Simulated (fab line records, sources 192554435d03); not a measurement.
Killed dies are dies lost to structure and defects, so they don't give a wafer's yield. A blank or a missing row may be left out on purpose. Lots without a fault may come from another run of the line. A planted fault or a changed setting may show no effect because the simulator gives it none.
Chamber matching | flow n5_finfet | N5_HKMG_FIN_ALD_36 on ald_metal-03: 4 sister chambers
The step deposits TiN, target thk 1 nm, pulse time 1 s, purge time 3 s. 8 wafers are shown with their chamber, then 11 later ones without.

WAFERS WITH THEIR CHAMBER
wafer  | chamber | heater_power_w (W) | heater_power_outer_w (W)
L079.2 | 0       | 893                | 557
L081.1 | 3       | 805                | 492
L081.3 | 2       | 927                | 608
L081.5 | 3       | 800                | 500
L082.1 | 1       | 1005               | 618
L082.4 | 0       | 899                | 542
L082.5 | 1       | 1033               | 595
L086.1 | 2       | 941                | 601

WAFERS WITHOUT THEIR CHAMBER
wafer  | heater_power_w (W) | heater_power_outer_w (W)
L086.2 | 1006               | 603
L086.3 | 812                | 494
L090.3 | 964                | 616
L090.5 | 1009               | 605
L090.6 | 962                | 622
L092.2 | 896                | 550
L092.3 | 794                | 496
L092.5 | 818                | 499
L096.3 | 1027               | 608
L096.4 | 887                | 551
L096.5 | 808                | 490

WHICH CHAMBER EACH WENT THROUGH
wafer  | from the rows above | in truth
L086.2 | 1                   | 1
L086.3 | 3                   | 3
L090.3 | 2                   | 2
L090.5 | 1                   | 1
L090.6 | 2                   | 2
L092.2 | 0                   | 0
L092.3 | 3                   | 3
L092.5 | 3                   | 3
L096.3 | 1                   | 1
L096.4 | 0                   | 0
L096.5 | 3                   | 3
Placed correctly: 11 of 11. Can't be placed from these rows: 0. Placed wrongly: 0.
How it was worked out, from the rows above alone: a wafer's distance from a chamber is the root of the sum, over the readings, of the square of ((its reading less the chamber's mean) divided by the reading's scatter). The wafer belongs to the nearest chamber; if the next one is less than 2 further off, it can't be placed. A chamber's mean is the mean of its shown wafers. The scatter: the root of (the sum of the squares of (reading less its chamber's mean) over the shown wafers, divided by (wafers less chambers)).
